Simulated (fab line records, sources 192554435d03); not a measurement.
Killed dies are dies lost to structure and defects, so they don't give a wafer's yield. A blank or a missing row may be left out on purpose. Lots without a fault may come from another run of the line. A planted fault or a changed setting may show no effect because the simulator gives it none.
Split-lot experiment | flow n5_finfet | 7 lots, 21 wafers read, on a route of 1938 steps

THE SPLIT
At N5_BEOL_M11_COAT_59 (time 60 s, resist thk 100 nm), the setting spin_rpm was moved away from the recipe's 1500 rpm on 6 of the 21 wafers read, by -11.0% to +8.5%. The other wafers ran this setting at the recipe's value.

FROM THE SPLIT TO THE READING: what the file shows between them, 5 steps
- N5_BEOL_M11_DESCUM_16: chemistry O2, time 7.9 s (also split here: time_s)
- N5_BEOL_M11_ETCH_61: etches SiARC in CF4, target depth 39 nm, time 65 s
- N5_BEOL_M11_ETCH_62: etches SOC in N2/H2, target depth 110 nm, overetch 22 nm, time 165 s
- N5_BEOL_M11_STRIP_68: strips in N2/H2
- N5_BEOL_M11_STRIP_67: strips in CF4

THE READING
SOC_of_BEOL_M11_COAT_59.thk_nm (the simulator's own value, which no gauge read), in nm, at N5_BEOL_M11_HM_OPEN_17 (chemistry Cl2/BCl3, target TiN, target depth 20 nm, overetch 6 nm). The file gives no usual value for it. The 15 wafers here that ran the recipe average 92.1 nm, standard deviation 0.27 nm.

wafer  | tool, chamber at the split | spin_rpm as run, rpm | against the recipe | SOC_of_BEOL_M11_COAT_59.thk_nm, nm | against lot-mates on the recipe
L075.1 | litho_track-05, 0          | 1500                 | recipe             | 92.4                               | -
L075.2 | litho_track-05, 0          | 1500                 | recipe             | 92.2                               | -
L075.5 | litho_track-05, 0          | 1500                 | recipe             | 92.2                               | -
L074.2 | litho_track-05, 0          | 1403                 | -6.5%              | 95.6                               | +3.4
L074.4 | litho_track-05, 0          | 1403                 | -6.5%              | 95.8                               | +3.6
L074.5 | litho_track-05, 0          | 1500                 | recipe             | 92.2                               | -
L079.1 | litho_track-01, 0          | 1500                 | recipe             | 92.2                               | -
L079.2 | litho_track-01, 0          | 1600                 | +6.7%              | 89                                 | -3.2
L079.4 | litho_track-01, 0          | 1600                 | +6.7%              | 89.2                               | -3.0
L088.1 | litho_track-05, 0          | 1500                 | recipe             | 91.8                               | -
L088.2 | litho_track-05, 0          | 1500                 | recipe             | 91.8                               | -
L088.6 | litho_track-05, 0          | 1500                 | recipe             | 91.8                               | -
L091.1 | litho_track-04, 0          | 1500                 | recipe             | 92.6                               | -
L091.5 | litho_track-04, 0          | 1627                 | +8.5%              | 88.6                               | -3.8
L091.6 | litho_track-04, 0          | 1500                 | recipe             | 92.2                               | -
L093.2 | litho_track-05, 0          | 1335                 | -11.0%             | 98.4                               | +6.3
L093.3 | litho_track-05, 0          | 1500                 | recipe             | 91.8                               | -
L093.5 | litho_track-05, 0          | 1500                 | recipe             | 92.4                               | -
L094.1 | litho_track-01, 0          | 1500                 | recipe             | 92                                 | -
L094.2 | litho_track-01, 0          | 1500                 | recipe             | 91.6                               | -
L094.5 | litho_track-01, 0          | 1500                 | recipe             | 92.2                               | -

THE FIT
A straight line over all 21 wafers: SOC_of_BEOL_M11_COAT_59.thk_nm changes by -0.507 nm for each +1% of spin_rpm; r = -0.99; the points scatter about the line by 0.36 nm.
The same after taking each lot's own level away (the mean of its wafers on the recipe; 21 wafers): -0.514 nm for each +1%; r = -0.99; scatter 0.26 nm.
On that fit, the largest move of spin_rpm shifts the reading by 5.7 nm.
The lots' own levels span 91.80 to 92.40 nm, that is 2.2 times the standard deviation above.
So the lot-to-lot level changes the slope little: the two slopes agree.
Check: with one of the wafers moved furthest among these (-11.0%) left out of the fit, the line predicts +5.44 nm for it against its lot-mates. It came out at +6.3 nm against them.

OTHER SPLITS ON THESE WAFERS
These wafers also went through other splits before the reading. Each is held against what the fit with the lots' levels taken away leaves over:
other split on the same wafers | wafers away from the commonest value | r with SOC_of_BEOL_M11_COAT_59.thk_nm (lot level and that fit taken away)
N5_BEOL_M11_DESCUM_16 time_s   | 8                                    | +0.15

THE WHOLE CHAIN: every reading that the file lists as answering this split, in the file's order
step                   | what it does                                                         | reading                                                                         | change (the file's fit)               | r (the file's)
N5_BEOL_M11_COAT_59    | time 60 s, resist thk 100 nm                                         | SOC_of_BEOL_M11_COAT_59.thk_nm (the simulator's own value, which no gauge read) | -0.511 nm for each +1% of the setting | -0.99
N5_BEOL_M11_ETCH_62    | etches SOC in N2/H2, target depth 110 nm, overetch 22 nm, time 165 s | etch.depth_nm (the simulator's own value, which no gauge read)                  | -0.511 nm for each +1% of the setting | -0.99
N5_BEOL_M11_HM_OPEN_17 | chemistry Cl2/BCl3, target TiN, target depth 20 nm, overetch 6 nm    | SOC_of_BEOL_M11_COAT_59.thk_nm (the simulator's own value, which no gauge read) | -0.519 nm for each +1% of the setting | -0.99

THE FILE'S OWN FIT
SOC_of_BEOL_M11_COAT_59.thk_nm changes by -0.519 nm for each +1% of spin_rpm, r = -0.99.
